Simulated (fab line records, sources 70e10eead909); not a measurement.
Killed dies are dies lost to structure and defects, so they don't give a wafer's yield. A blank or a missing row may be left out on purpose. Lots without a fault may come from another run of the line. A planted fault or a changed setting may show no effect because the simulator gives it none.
Chamber matching | flow nand_harc | NHARC_A_STAIRCASE_TRIM_20 on rie_diel-12: 4 sister chambers
The step chemistry O2, time 211.2 s. 14 wafers are shown with their chamber, then 7 later ones without.

WAFERS WITH THEIR CHAMBER
wafer  | chamber | showerhead_plenum_p_Torr (Torr) | o2_flow_sccm (sccm) | rf_vpp_V (V)
L076.2 | 0       | 3.66                            | 498.9               | 57.8
L076.3 | 3       | 3.46                            | 499.0               | 58.4
L076.6 | 0       | 3.66                            | 499.2               | 57.3
L080.1 | 3       | 3.46                            | 501.1               | 58.2
L080.2 | 1       | 3.78                            | 502.7               | 59.5
L080.4 | 0       | 3.66                            | 500.0               | 58.0
L082.1 | 2       | 3.35                            | 499.9               | 58.1
L082.3 | 0       | 3.65                            | 499.6               | 58.3
L082.5 | 0       | 3.65                            | 501.3               | 58.1
L085.2 | 0       | 3.64                            | 501.5               | 59.4
L085.4 | 2       | 3.35                            | 501.2               | 57.3
L085.5 | 0       | 3.65                            | 502.0               | 57.3
L089.1 | 2       | 3.35                            | 499.9               | 58.3
L089.5 | 1       | 3.77                            | 501.1               | 58.1

SIGNATURES (means of the wafers above)
reading                  | chamber 0 | chamber 1 | chamber 2 | chamber 3 | scatter within a chamber
showerhead_plenum_p_Torr | 3.6529    | 3.7750    | 3.3500    | 3.4600    | 0.00627
o2_flow_sccm             | 500.357   | 501.900   | 500.333   | 500.050   | 1.17
rf_vpp_V                 | 58.029    | 58.800    | 57.900    | 58.300    | 0.681
Rule: a wafer's distance from a chamber is the root of the sum, over the readings, of the square of ((its reading less the chamber's mean) divided by the reading's scatter). The wafer belongs to the nearest chamber; if the next one is less than 2 further off, it can't be placed. The scatter: the root of (the sum of the squares of (reading less its chamber's mean) over the shown wafers, divided by (wafers less chambers)).

WAFERS WITHOUT THEIR CHAMBER
wafer  | showerhead_plenum_p_Torr (Torr) | o2_flow_sccm (sccm) | rf_vpp_V (V)
L089.6 | 3.34                            | 501.7               | 56.6
L094.1 | 3.76                            | 498.2               | 58.1
L094.2 | 3.34                            | 498.2               | 56.1
L094.3 | 3.63                            | 499.2               | 58.9
L097.1 | 3.43                            | 499.4               | 57.0
L097.3 | 3.63                            | 501.0               | 58.3
L097.4 | 3.75                            | 500.9               | 58.7

WHICH CHAMBER EACH WENT THROUGH
wafer  | from the rows above | in truth
L089.6 | 2                   | 2
L094.1 | 1                   | 1
L094.2 | 2                   | 2
L094.3 | 0                   | 0
L097.1 | 3                   | 3
L097.3 | 0                   | 0
L097.4 | 1                   | 1
Placed correctly: 7 of 7. Can't be placed from these rows: 0. Placed wrongly: 0.
